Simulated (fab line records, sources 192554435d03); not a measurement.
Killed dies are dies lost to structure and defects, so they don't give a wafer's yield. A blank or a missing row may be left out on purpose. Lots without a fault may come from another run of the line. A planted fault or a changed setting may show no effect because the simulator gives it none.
Split-lot experiment | flow n5_finfet | 7 lots, 21 wafers read, on a route of 1938 steps

THE SPLIT
At N5_BEOL_M5_ETCH_62 (etches SOC in N2/H2, target depth 75 nm, overetch 15 nm, time 112.5 s), the setting source_w was moved away from the recipe's 840 W on 9 of the 21 wafers read, by -9.7% to +13.7%. The other wafers ran this setting at the recipe's value.

The reading is taken at the split's own step.

THE READING
rf_vpp_V, in V, at N5_BEOL_M5_ETCH_62 (etches SOC in N2/H2, target depth 75 nm, overetch 15 nm, time 112.5 s). Fault-free wafers of this fab line usually give 524.8 V, standard deviation 2.4 V.

wafer  | tool, chamber at the split | source_w as run, W | against the recipe | rf_vpp_V, V | against lot-mates on the recipe
L076.2 | rie_diel-06, 0             | 887.9              | +5.7%              | 516.6       | -10.2
L076.3 | rie_diel-06, 2             | 887.9              | +5.7%              | 511.4       | -15.4
L076.6 | rie_diel-06, 1             | 840                | recipe             | 526.8       | -
L086.1 | rie_diel-05, 0             | 840                | recipe             | 525.9       | -
L086.5 | rie_diel-05, 1             | 840                | recipe             | 526.5       | -
L086.6 | rie_diel-05, 2             | 840                | recipe             | 526.3       | -
L087.1 | rie_diel-03, 3             | 840                | recipe             | 527.8       | -
L087.2 | rie_diel-03, 1             | 758.8              | -9.7%              | 542.6       | +14.8
L087.4 | rie_diel-03, 1             | 758.8              | -9.7%              | 543.9       | +16.1
L088.1 | rie_diel-05, 0             | 840                | recipe             | 527.5       | -
L088.5 | rie_diel-05, 1             | 955.2              | +13.7%             | 504.7       | -21.8
L088.6 | rie_diel-05, 0             | 840                | recipe             | 525.4       | -
L089.1 | rie_diel-06, 1             | 840                | recipe             | 526.2       | -
L089.2 | rie_diel-06, 0             | 945.2              | +12.5%             | 507.0       | -19.2
L089.3 | rie_diel-06, 3             | 945.2              | +12.5%             | 499.6       | -26.6
L094.1 | rie_diel-06, 0             | 840                | recipe             | 526.9       | -
L094.3 | rie_diel-06, 2             | 840                | recipe             | 520.3       | -
L094.6 | rie_diel-06, 0             | 840                | recipe             | 526.9       | -
L095.2 | rie_diel-05, 3             | 878.5              | +4.6%              | 515.2       | -11.6
L095.3 | rie_diel-05, 0             | 840                | recipe             | 526.8       | -
L095.4 | rie_diel-05, 3             | 878.5              | +4.6%              | 515.0       | -11.8

THE FIT
A straight line over all 21 wafers: rf_vpp_V changes by -1.79 V for each +1% of source_w; r = -0.98; the points scatter about the line by 2.4 V.
The same after taking each lot's own level away (the mean of its wafers on the recipe; 21 wafers): -1.75 V for each +1%; r = -0.97; scatter 2.5 V.
On that fit, the largest move of source_w shifts the reading by 24 V.
The lots' own levels span 524.70 to 527.80 V, that is 1.3 times the standard deviation above.
So the lot-to-lot level changes the slope little: the two slopes agree.
Check: with one of the wafers moved furthest among these (+13.7%) left out of the fit, the line predicts -25.7 V for it against its lot-mates. It came out at -21.8 V against them.
Tool readings at the split's step, against how far the setting was moved: rf_vpp_V r = -0.98.

THE FILE'S OWN FIT
rf_vpp_V changes by -1.75 V for each +1% of source_w, r = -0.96.
